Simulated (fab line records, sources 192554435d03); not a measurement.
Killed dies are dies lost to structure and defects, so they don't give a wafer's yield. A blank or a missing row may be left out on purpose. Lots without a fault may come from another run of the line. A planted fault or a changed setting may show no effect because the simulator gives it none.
fab line records | flow n5_finfet | part 1 of 2: steps 1 to 4 of 6
record lots=22 wafers=66 last_day=19
route steps=1938 shown FIN_SAQP@128 FIN_CUT@169 STI_FIN_REVEAL@184
lots that met no fault: from a run of the same line without faults
start_h: hours from the record's first day to the start of the lot's first wafer shown | wait_h: hours since the lot's step before | " the same as in the row above | L1.1+2: a row that stands for several wafers | - no value, or no start given | * or withheld: withheld | < > ~ a bound
route shown NAME@n: a module of which the file shows steps, and the number in the route of the first | usual: mean/standard deviation of fault-free wafers | same: alike in all rows | chamber/n: place in a boat | sites: the reading at each site | _std_site: their standard deviation | _edge_site: outer sites' mean less inner sites' | radius_mm: how far each site lies from the wafer's centre | mask NAME#n: copy n | behind: the tool/chamber that last shaped the wafer | hold: why the lot was held/for how many hours/how that ended | device: the transistor (n, p or np) that didn't switch | end of line: the same wafers' tests at the end of the route | a step without rows: its recipe alone | killed: dies lost to structure and defects at the first sort, not the wafer's yield | map: a wafer's dies, x killed, . not, _ none there
set.NAME: the setting as run; set.NAME@STEP: as run at that earlier step | model.NAME: the simulator's own value behind a step, which no gauge read
steps of the route over a sample of lots; a table a step, a row a wafer
services: from which hour (start_h, from the record's first day; less than 0 if before it) a tool's chamber was out of use, for how many hours, and why
## steps
# step N5_FIN_SAQP_CD_MEAS_27
# recipe target_cd_nm=20 landing_energy_ev=1000 detector=se_inlens polarity=line
# usual cd_nm=20.24/0.25
# columns lot.wafer tool chamber start_h wait_h cd_nm
L074.1 cd_sem-02 0 24.84 0.1 20.21
L074.5 " 0 " " 20.65
L074.6 " 0 " " 20.26
L075.2 cd_sem-01 0 29.67 0.1 20.30
L075.5 " 0 " " 20.02
L075.6 " 0 " " 20.53
L076.4 cd_sem-02 0 36.11 0.1 20.41
L076.5 " 0 " " 20.56
L076.6 " 0 " " 20.42
L078.4 cd_sem-02 0 48.29 0.1 20.27
L078.5 " 0 " " 20.47
L078.6 " 0 " " 20.05
L079.1 cd_sem-01 0 53.48 0.1 20.51
L079.3 " 0 " " 20.77
L079.4 " 0 " " 19.85
L080.3 cd_sem-02 0 60.57 0.1 19.75
L080.4 " 0 " " 19.73
L080.5 " 0 " " 20.47
L081.2 cd_sem-02 0 65.86 0.1 20.17
L081.3 " 0 " " 20.80
L081.5 " 0 " " 20.16
L082.2 cd_sem-01 0 71.82 0.1 20.43
L082.3 " 0 " " 20.60
L082.6 " 0 " " 20.00
L083.3 cd_sem-01 0 78.15 0.1 20.42
L083.4 " 0 " " 20.08
L083.5 " 0 " " 20.44
L084.1 cd_sem-02 0 84.37 0.1 20.58
L084.4 " 0 " " 20.50
L084.6 " 0 " " 20.25
L085.1 cd_sem-02 0 93.73 0.1 20.49
L085.4 " 0 " " 19.70
L085.6 " 0 " " 19.98
L086.1 cd_sem-02 0 97.74 0.1 19.94
L086.2 " 0 " " 20.25
L086.3 " 0 " " 20.54
L087.1 cd_sem-01 0 101.68 0.1 20.33
L087.2 " 0 " " 20.30
L087.4 " 0 " " 20.33
L088.1 cd_sem-02 0 107.44 0.1 20.09
L088.3 " 0 " " 20.48
L088.5 " 0 " " 19.69
L089.2 cd_sem-01 0 114.35 0.1 19.94
L089.3 " 0 " " 20.40
L089.6 " 0 " " 20.70
L091.2 cd_sem-01 0 126.01 0.1 20.22
L091.3 " 0 " " 19.74
L091.4 " 0 " " 20.08
L092.2 cd_sem-01 0 132.57 0.1 20.46
L092.4 " 0 " " 20.48
L092.6 " 0 " " 19.94
L093.1 cd_sem-01 0 138.85 0.1 19.88
L093.5 " 0 " " 20.01
L093.6 " 0 " " 20.46
L094.2 cd_sem-01 0 145.54 0.1 20.38
L094.3 " 0 " " 20.37
L094.5 " 0 " " 20.55
L095.1 cd_sem-01 0 150.10 0.1 20.26
L095.2 " 0 " " 20.06
L095.4 " 0 " " 20.24
L096.1 cd_sem-01 0 155.77 0.1 20.36
L096.3 " 0 " " 19.96
L096.5 " 0 " " 20.54
L097.1 cd_sem-01 0 163.27 0.1 20.13
L097.4 " 0 " " 20.42
L097.5 " 0 " " 20.34
# step N5_FIN_CUT_ETCH_21
# recipe chemistry=N2/H2 target=SOC target_depth_a=2190 overetch_a=438 mask_material=SiARC temp_c=40 ion_energy_ev=100 bias_w=61 time_s=523.5 pressure_mtorr=30 source_w=850 n2_flow_sccm=200 h2_flow_sccm=200
# usual drypump_motor_current_A=5.5/0.57 oes_product_au=0.72/0.065 rf_vpp_V=240.4/1.4 showerhead_plenum_p_Torr=2.52/0.07 throttle_valve_pct=17.90/0.2
# columns lot.wafer tool chamber start_h wait_h drypump_motor_current_A oes_product_au rf_hours_counter_h rf_vpp_V showerhead_plenum_p_Torr throttle_valve_pct
L074.1 rie_diel-04 1 27.90 0.0 5.6 0.77 92 241.1 2.55 17.63
L074.5 " 1 " " 5.6 0.75 - 240.4 2.55 17.62
L074.6 " 2 " " 4.7 0.68 - 239.1 2.45 17.92
L075.2 rie_diel-01 0 32.57 0.0 5.4 0.64 219 239.1 2.40 18.08
L075.5 " 3 " " 5.6 0.66 - 242.8 2.59 17.57
L075.6 " 2 " " 5.5 0.65 - 241.5 2.49 17.82
L076.4 rie_diel-04 1 39.05 0.0 5.7 0.77 95 241.2 2.55 17.65
L076.5 " 2 " " 4.8 0.68 - 239.2 2.45 17.93
L076.6 " 3 " " 6.4 0.73 - 240.0 2.58 18.09
L078.4 rie_diel-04 0 51.29 0.0 5.3 0.65 239 240.8 2.61 18.11
L078.5 " 2 " " 4.7 0.68 - 239.6 2.45 17.93
L078.6 " 1 " " 5.7 0.76 - 240.4 2.55 17.66
L079.1 rie_diel-04 1 57.20 0.0 5.6 0.75 101 242.1 2.55 17.67
L079.3 " 3 " " 6.4 0.72 107 240.3 2.58 18.12
L079.4 " 2 " " 4.7 0.68 178 238.7 2.45 17.93
L080.3 rie_diel-04 2 63.56 0.0 4.7 0.68 180 239.5 2.45 17.93
L080.4 " 3 " " 6.4 0.72 109 242.2 2.58 18.12
L080.5 " 2 " " 4.7 0.67 - 237.0 2.45 17.94
L081.2 rie_diel-03 3 68.76 0.0 6.2 0.82 14 238.7 2.49 17.73
L081.3 " 0 " " 5.0 0.65 243 238.9 2.37 17.61
L081.5 " 3 " " 6.2 0.83 - 240.3 2.49 17.73
L082.2 rie_diel-03 0 74.63 0.0 5.0 0.64 245 237.4 2.37 17.61
L082.3 " 1 " " 5.6 0.68 164 241.6 2.53 18.01
L082.6 " 0 " " 5.0 0.65 - 238.7 2.37 17.61
L083.3 rie_diel-03 2 81.38 0.0 5.1 0.79 74 241.5 2.58 17.76
L083.4 " 1 " " 5.6 0.68 167 240.5 2.53 18.03
L083.5 " 0 " " 5.0 0.65 - 238.3 2.37 17.63
L084.1 rie_diel-04 3 87.14 0.0 6.4 0.72 115 239.5 2.57 18.12
L084.4 " 1 " " 5.7 0.74 110 242.1 2.54 17.67
L084.6 " 2 " " 4.7 0.68 - 239.2 2.44 17.95
L085.1 rie_diel-03 2 98.16 0.0 5.1 0.78 79 240.6 2.58 17.76
L085.4 " 2 " " 5.1 0.79 - 239.8 2.58 17.77
L085.6 " 1 " " 5.6 0.69 - 238.1 2.53 18.04
L086.1 rie_diel-04 3 101.28 0.0 6.4 0.72 120 243.6 2.57 18.14
L086.2 " 1 " " 5.7 0.75 115 241.5 2.54 17.66
L086.3 " 1 " " 5.7 0.75 - 240.6 2.54 17.69
L087.1 rie_diel-01 0 104.70 0.0 5.4 0.64 240 240.3 2.39 18.12
L087.2 " 3 " " 5.6 0.64 241 241.3 2.58 17.59
L087.4 " 3 " " 5.6 0.64 - 243.1 2.58 17.62
L088.1 rie_diel-01 3 110.42 0.0 5.6 0.64 243 241.8 2.58 17.61
L088.3 " 0 " " 5.3 0.63 242 237.4 2.39 18.12
L088.5 " 1 " " 5.1 0.71 - 238.1 2.43 18.06
L089.2 rie_diel-04 3 117.30 0.0 6.4 0.71 126 241.4 2.57 18.17
L089.3 " 0 " " 5.2 0.91 2 241.1 2.60 17.80
L089.6 " 2 " " 4.7 0.67 - 239.2 2.44 17.95
L091.2 rie_diel-04 0 129.03 0.0 5.3 0.89 4 242.0 2.60 17.79
L091.3 " 1 " " 5.6 0.74 122 240.6 2.54 17.69
L091.4 " 3 " " 6.4 0.70 128 240.6 2.57 18.14
L092.2 rie_diel-04 2 135.45 0.0 4.7 0.67 194 240.3 2.44 17.95
L092.4 " 1 " " 5.6 0.74 125 240.8 2.54 17.69
L092.6 " 3 " " 6.4 0.70 - 240.5 2.57 18.16
L093.1 rie_diel-04 1 141.80 0.0 5.7 0.73 126 241.5 2.54 17.70
L093.5 " 2 " " 4.7 0.67 - 239.2 2.44 17.96
L093.6 " 1 " " 5.7 0.74 - 242.5 2.54 17.70
L094.2 rie_diel-01 0 148.29 0.0 5.4 0.62 257 239.0 2.39 18.13
L094.3 " 1 " " 5.1 0.70 147 239.4 2.42 18.10
L094.5 " 2 " " 5.5 0.88 - 239.8 2.48 17.48
L095.1 rie_diel-04 2 152.87 0.0 4.8 0.67 199 240.5 2.44 17.96
L095.2 " 3 " " 6.4 0.69 134 243.2 2.57 18.16
L095.4 " 2 " " 4.8 0.66 - 239.0 2.44 17.98
L096.1 rie_diel-04 2 158.65 0.0 4.7 0.66 201 238.7 2.44 17.97
L096.3 " 3 " " 6.4 0.69 136 241.9 2.56 18.17
L096.5 " 2 " " 4.7 0.66 - 239.4 2.44 17.96
L097.1 rie_diel-04 2 166.30 0.0 4.7 0.66 204 239.9 2.44 17.99
L097.4 " 3 " " 6.4 0.70 139 239.3 2.56 18.18
L097.5 " 3 " " 6.4 0.70 - 239.8 2.56 18.17
# step N5_FIN_CUT_CUT_ETCH_26
# recipe chemistry=CH3F/O2 target=SiNx target_depth_a=390 mask_material=SOC time_s=55.7 pressure_mtorr=30 source_w=395 bias_w=73 Ar_flow_sccm=150 CH3F_flow_sccm=30 O2_flow_sccm=20 ion_energy_ev=120
# usual O2_flow_sccm=20.00/0.059 drypump_motor_current_A=5.5/0.57 mfc_ar_sccm=150.0/0.44 oes_o_777_au=0.77/0.074 oes_product_au=0.77/0.073 rf_vpp_V=297/6.9 showerhead_plenum_p_Torr=1.97/0.065 throttle_valve_pct=16.41/0.17
# columns lot.wafer tool chamber start_h wait_h O2_flow_sccm drypump_motor_current_A mfc_ar_sccm oes_o_777_au oes_product_au rf_hours_counter_h rf_vpp_V showerhead_plenum_p_Torr throttle_valve_pct
L074.1 rie_diel-04 1 28.24 0.0 20.01 5.7 150.6 0.82 0.84 93 303 2.01 16.29
L074.5 " 1 " " 19.96 5.6 150.2 0.82 0.84 - 304 2.01 16.30
L074.6 " 2 " " 20.08 4.7 150.1 0.74 0.73 - 288 1.88 16.14
L075.2 rie_diel-01 0 32.92 0.0 20.00 5.4 150.7 0.68 0.70 219 306 1.87 16.58
L075.5 " 3 " " 20.06 5.6 149.8 0.75 0.70 - 291 2.08 16.38
L075.6 " 2 " " 19.96 5.5 149.6 0.68 0.69 - 313 1.95 16.34
L076.4 rie_diel-04 1 39.39 0.0 20.00 5.6 149.3 0.83 0.83 95 303 2.01 16.32
L076.5 " 2 " " 19.91 4.7 150.3 0.73 0.72 - 287 1.88 16.15
L076.6 " 3 " " 19.97 6.4 149.4 0.80 0.79 - 293 2.01 16.44
L078.4 rie_diel-04 0 51.63 0.0 20.03 5.3 150.2 0.70 0.71 239 303 2.06 16.71
L078.5 " 2 " " 20.04 4.8 149.3 0.73 0.73 - 287 1.88 16.17
L078.6 " 1 " " 19.93 5.6 149.3 0.81 0.82 - 304 2.01 16.30
L079.1 rie_diel-04 1 57.54 0.0 20.00 5.7 150.6 0.81 0.82 101 304 2.01 16.32
L079.3 " 3 " " 20.06 6.4 150.2 0.80 0.79 107 293 2.01 16.47
L079.4 " 2 " " 20.02 4.7 150.1 0.73 0.71 178 288 1.88 16.18
L080.3 rie_diel-04 2 63.91 0.0 20.03 4.7 150.4 0.72 0.73 181 288 1.88 16.17
L080.4 " 3 " " 20.01 6.4 149.8 0.79 0.79 109 293 2.01 16.47
L080.5 " 2 " " 20.01 4.7 150.2 0.73 0.72 - 288 1.88 16.17
L081.2 rie_diel-03 3 69.10 0.0 19.99 6.2 150.8 0.92 0.90 14 297 1.98 16.40
L081.3 " 0 " " 19.99 5.0 150.0 0.70 0.69 243 285 1.88 16.48
L081.5 " 3 " " 20.00 6.2 150.3 0.91 0.89 - 298 1.98 16.40
L082.2 rie_diel-03 0 74.98 0.0 19.99 5.0 149.6 0.70 0.69 245 287 1.88 16.46
L082.3 " 1 " " 19.97 5.6 150.9 0.76 0.76 164 303 1.98 16.50
L082.6 " 0 " " 19.97 5.0 149.9 0.69 0.70 - 288 1.88 16.47
L083.3 rie_diel-03 2 81.73 0.0 19.99 5.1 150.1 0.87 0.86 74 293 2.03 16.35
L083.4 " 1 " " 20.05 5.6 149.9 0.75 0.75 167 300 1.98 16.50
L083.5 " 0 " " 19.92 5.0 149.6 0.70 0.71 - 288 1.88 16.50
L084.1 rie_diel-04 3 87.48 0.0 19.99 6.4 150.2 0.78 0.78 115 294 2.01 16.48
L084.4 " 1 " " 20.05 5.7 150.0 0.81 0.81 110 303 2.01 16.33
L084.6 " 2 " " 19.98 4.7 149.9 0.72 0.71 - 288 1.88 16.20
L085.1 rie_diel-03 2 98.51 0.0 19.96 5.1 150.3 0.86 0.85 79 292 2.03 16.37
L085.4 " 2 " " 20.10 5.1 150.3 0.86 0.84 - 292 2.03 16.37
L085.6 " 1 " " 20.08 5.6 149.3 0.75 0.75 - 303 1.98 16.53
L086.1 rie_diel-04 3 101.80 0.0 20.05 6.4 150.2 0.79 0.78 121 295 2.01 16.51
L086.2 " 1 " " 20.02 5.7 149.8 0.80 0.81 115 304 2.00 16.35
L086.3 " 1 " " 20.00 5.6 149.9 0.80 0.81 - 304 2.00 16.35
L087.1 rie_diel-01 0 105.05 0.0 19.97 5.3 149.9 0.67 0.68 240 305 1.86 16.62
L087.2 " 3 " " 20.10 5.6 150.3 0.74 0.69 241 291 2.07 16.42
L087.4 " 3 " " 20.09 5.6 150.5 0.73 0.69 - 291 2.07 16.42
L088.1 rie_diel-01 3 110.76 0.0 19.91 5.6 150.2 0.74 0.69 243 290 2.07 16.41
L088.3 " 0 " " 19.95 5.4 150.7 0.67 0.68 242 305 1.86 16.62
L088.5 " 1 " " 20.03 5.1 150.0 0.71 0.77 - 300 1.94 16.76
L089.2 rie_diel-04 3 117.64 0.0 19.88 6.4 150.3 0.78 0.77 126 294 2.00 16.50
L089.3 " 0 " " 20.03 5.3 151.3 0.98 0.99 2 304 2.05 16.33
L089.6 " 2 " " 19.97 4.7 149.7 0.72 0.71 - 289 1.88 16.18
L091.2 rie_diel-04 0 129.37 0.0 19.96 5.3 150.2 0.96 0.97 4 304 2.05 16.34
L091.3 " 1 " " 19.91 5.6 150.2 0.79 0.80 122 303 2.00 16.35
L091.4 " 3 " " 19.99 6.4 150.3 0.77 0.77 128 293 2.00 16.51
L092.2 rie_diel-04 2 135.80 0.0 19.95 4.7 150.0 0.71 0.70 195 288 1.88 16.19
L092.4 " 1 " " 19.86 5.6 149.3 0.79 0.80 125 302 2.00 16.33
L092.6 " 3 " " 20.02 6.4 150.3 0.77 0.76 - 292 2.00 16.52
L093.1 rie_diel-04 1 142.15 0.0 19.98 5.6 150.1 0.79 0.79 126 303 2.00 16.37
L093.5 " 2 " " 19.88 4.7 150.0 0.72 0.71 - 288 1.88 16.21
L093.6 " 1 " " 20.07 5.7 149.5 0.78 0.81 - 302 2.00 16.36
L094.2 rie_diel-01 0 148.64 0.0 20.17 5.3 150.4 0.66 0.67 257 305 1.86 16.64
L094.3 " 1 " " 19.85 5.1 150.1 0.70 0.74 148 297 1.94 16.80
L094.5 " 2 " " 20.00 5.5 149.5 0.93 0.94 - 313 1.94 15.96
L095.1 rie_diel-04 2 153.21 0.0 20.00 4.8 148.8 0.72 0.71 199 288 1.88 16.21
L095.2 " 3 " " 20.08 6.4 150.0 0.77 0.76 135 292 2.00 16.53
L095.4 " 2 " " 19.97 4.7 149.0 0.71 0.70 - 287 1.88 16.20
L096.1 rie_diel-04 2 159.00 0.0 20.08 4.8 149.8 0.71 0.70 201 288 1.87 16.20
L096.3 " 3 " " 19.90 6.4 150.3 0.77 0.77 137 294 2.00 16.52
L096.5 " 2 " " 20.09 4.7 149.9 0.71 0.70 - 288 1.87 16.22
L097.1 rie_diel-04 2 166.64 0.0 20.04 4.8 150.5 0.71 0.70 204 287 1.87 16.21
L097.4 " 3 " " 20.01 6.4 149.8 0.77 0.76 140 293 2.00 16.53
L097.5 " 3 " " 19.98 6.4 150.6 0.76 0.76 - 294 2.00 16.53
# step N5_STI_FIN_REVEAL_ALD_14
# recipe material=Si3N4 target_thk_a=30 temp_c=400 ald_precursor_family=SiH2I2 ald_co_reactant=N2/H2-plasma pressure_torr=2
# usual heater_power_w=834/100
# columns lot.wafer tool chamber start_h wait_h heater_power_w
L074.1 ald_sin-03 3 28.92 0.0 703
L074.5 " 3 " " 693
L074.6 " 0 " " 953
L075.2 ald_sin-04 3 33.54 0.0 662
L075.5 " 2 " " 783
L075.6 " 3 " " 667
L076.4 ald_sin-04 1 40.03 0.0 815
L076.5 " 3 " " 686
L076.6 " 2 " " 776
L078.4 ald_sin-03 0 52.19 0.0 985
L078.5 " 2 " " 949
L078.6 " 1 " " 781
L079.1 ald_sin-04 1 58.10 0.0 840
L079.3 " 3 " " 664
L079.4 " 0 " " 671
L080.3 ald_sin-02 0 64.47 0.0 819
L080.4 " 2 " " 784
L080.5 " 3 " " 921
L081.2 ald_sin-02 1 69.66 0.0 859
L081.3 " 3 " " 923
L081.5 " 0 " " 814
L082.2 ald_sin-03 1 75.56 0.0 794
L082.3 " 0 " " 1001
L082.6 " 1 " " 778
L083.3 ald_sin-02 3 82.29 0.0 920
L083.4 " 0 " " 802
L083.5 " 0 " " 806
L084.1 ald_sin-03 0 89.86 0.0 977
L084.4 " 3 " " 705
L084.6 " 2 " " 948
L085.1 ald_sin-02 2 99.84 0.0 848
L085.4 " 3 " " 923
L085.6 " 0 " " 810
L086.1 ald_sin-03 2 102.57 0.0 956
L086.2 " 0 " " 971
L086.3 " 1 " " 777
L087.1 ald_sin-03 0 105.61 0.0 971
L087.2 " 1 " " 770
L087.4 " 3 " " 721
L088.1 ald_sin-03 2 111.33 0.0 957
L088.3 " 1 " " 783
L088.5 " 2 " " 953
L089.2 ald_sin-02 0 118.21 0.0 796
L089.3 " 1 " " 826
L089.6 " 0 " " 776
L091.2 ald_sin-03 1 129.93 0.0 782
L091.3 " 3 " " 683
L091.4 " 0 " " 981
L092.2 ald_sin-03 0 136.56 0.0 961
L092.4 " 1 " " 775
L092.6 " 0 " " 991
L093.1 ald_sin-03 3 143.13 0.0 715
L093.5 " 2 " " 953
L093.6 " 3 " " 727
L094.2 ald_sin-03 1 149.52 0.0 776
L094.3 " 0 " " 1002
L094.5 " 3 " " 714
L095.1 ald_sin-04 1 155.55 0.0 820
L095.2 " 0 " " 693
L095.4 " 3 " " 676
L096.1 ald_sin-02 3 159.63 0.0 925
L096.3 " 1 " " 814
L096.5 " 0 " " 792
L097.1 ald_sin-02 0 167.21 0.0 830
L097.4 " 2 " " 859
L097.5 " 1 " " 857
